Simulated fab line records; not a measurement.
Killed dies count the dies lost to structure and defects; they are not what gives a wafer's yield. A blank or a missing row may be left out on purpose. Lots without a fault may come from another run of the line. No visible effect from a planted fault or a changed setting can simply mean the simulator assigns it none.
A struck lot beside a sound one :: flow nandHarc :: 13 steps out of a route of 1302
Sound: these wafers, L625.1, L625.5, L625.6. Struck: wafers L616.2, L616.3, L616.4. At the end, the cause is stated.
At each step with rows: each side's tool, then ch and its chambers, then its first start. Under that, the readings that differ: sound wafers :: struck wafers :: difference of the means :: sigmas: that difference in standard deviations of wafers without a fault.
alike: readings with means less than 2 such deviations apart, plus words and numbers identical on both sides. not compared: withheld readings, readings lacking a value on some wafer, bounds such as >300 that could conceal the same value, and numbers that have no deviation in the record and whose values overlap.
Wherever a step has rows on one side only, a row that says differs or no value, or a row with sigmas, the two part there. Numbers that don't overlap but have no deviation are shown without sigmas and don't part them. Lack of a reading on every wafer of one side parts them only where that side has two or more wafers.

first, 1 step without rows for these wafers: NHARC_A_STAIRCASE_SRD_474.
NHARC_A_STAIRCASE_INSPECT_155:
  sound on defectInspect-01 at day 24 00:38; struck on defectInspect-01 at day 20 16:23
  alike: rawDefectCount
NHARC_A_SGD_CUT_DEP_00: deposits SiNx, target thk 50 nm.
  sound on pecvd-02 ch 0,1, day 24 00:44; struck on pecvd-02 ch 1,2, day 20 16:29
  alike: heaterPowerW
  not compared: sinceWetCleanH
then, 8 steps without rows for these wafers: NHARC_A_SGD_CUT_DEHYDRATE_01 (time 120 s); NHARC_A_SGD_CUT_HMDS_02 (time 30 s); NHARC_A_SGD_CUT_COAT_56 (time 75 s); NHARC_A_SGD_CUT_COAT_57 (time 65 s); NHARC_A_SGD_CUT_COAT_03 (resist thk 90 nm); NHARC_A_SGD_CUT_SOFTBAKE_04 (time 55 s); NHARC_A_SGD_CUT_EBR_05; NHARC_A_SGD_CUT_EXPOSE_06 (exposes mask SGD).
NHARC_A_SGD_CUT_PEB_07: peb time 65 s.
  sound on lithoTrack-01 ch 0, day 24 01:21; struck on lithoTrack-04, day 20 17:06
  no value came back on the struck wafers for chillPlateTempC (C), exhaustPa (Pa), plateTempC (C); on the sound wafers chillPlateTempC (C) reads 23.05 23.04 23.15
then, 1 step without rows for these wafers: NHARC_A_SGD_CUT_DEVELOP_08 (develop time 35 s).

WHERE THEY PART
Only at NHARC_A_SGD_CUT_PEB_07, within this record.

WHY: whatever the simulator had introduced
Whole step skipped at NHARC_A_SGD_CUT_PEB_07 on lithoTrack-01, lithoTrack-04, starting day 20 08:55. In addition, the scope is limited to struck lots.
